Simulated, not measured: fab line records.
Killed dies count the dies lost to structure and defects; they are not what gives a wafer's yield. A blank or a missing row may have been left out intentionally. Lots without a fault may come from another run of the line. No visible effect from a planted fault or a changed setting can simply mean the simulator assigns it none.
Chamber matching -- flow n5Finfet -- N5_BEOL_M15_ETCH_59 on rieDiel-04: 4 sister chambers
The step etches BARC in N2/H2, target depth 89 nm, overetch 26.7 nm, time 67.9 s. 8 wafers are shown with their chamber, then 7 later ones without.

WAFERS PAIRED WITH THEIR CHAMBERS
wafer,chamber,drypumpMotorCurrentA (A),showerheadPlenumPTorr (Torr)
L359.5,3,5.3,2.57
L364.1,0,5.1,2.54
L364.5,2,5.0,2.44
L366.4,1,6.1,2.63
L366.5,1,6.1,2.63
L366.6,0,5.2,2.54
L372.1,3,5.3,2.56
L372.2,2,5.0,2.43

WAFERS WHOSE CHAMBER IS MISSING
wafer,drypumpMotorCurrentA (A),showerheadPlenumPTorr (Torr)
L372.5,5.0,2.43
L379.1,5.1,2.53
L379.3,5.3,2.56
L379.6,5.1,2.53
L377.2,5.0,2.43
L377.3,5.1,2.53
L377.6,5.3,2.55

THE CHAMBER EACH PASSED THROUGH
wafer,from the rows above,in truth
L372.5,2,2
L379.1,0,0
L379.3,3,3
L379.6,0,0
L377.2,2,2
L377.3,0,0
L377.6,can't be placed: 3 or 0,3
Placed correctly: 6 of 7. Unplaceable from these rows: 1, with the true chamber sitting among the candidates in 1. Number placed wrongly: 0.
How it was worked out, from the rows above alone: a wafer's distance from a chamber is the root of the sum, over the readings, of the square of ((its reading less the chamber's mean) divided by the reading's scatter). If the next closest chamber is less than 2 further off than the closest, the wafer can't be placed; otherwise it belongs to the closest. The mean given for a chamber averages the wafers shown for that chamber. The scatter: the root of (the sum of the squares of (reading less its chamber's mean) over the shown wafers, divided by (wafers less chambers)).
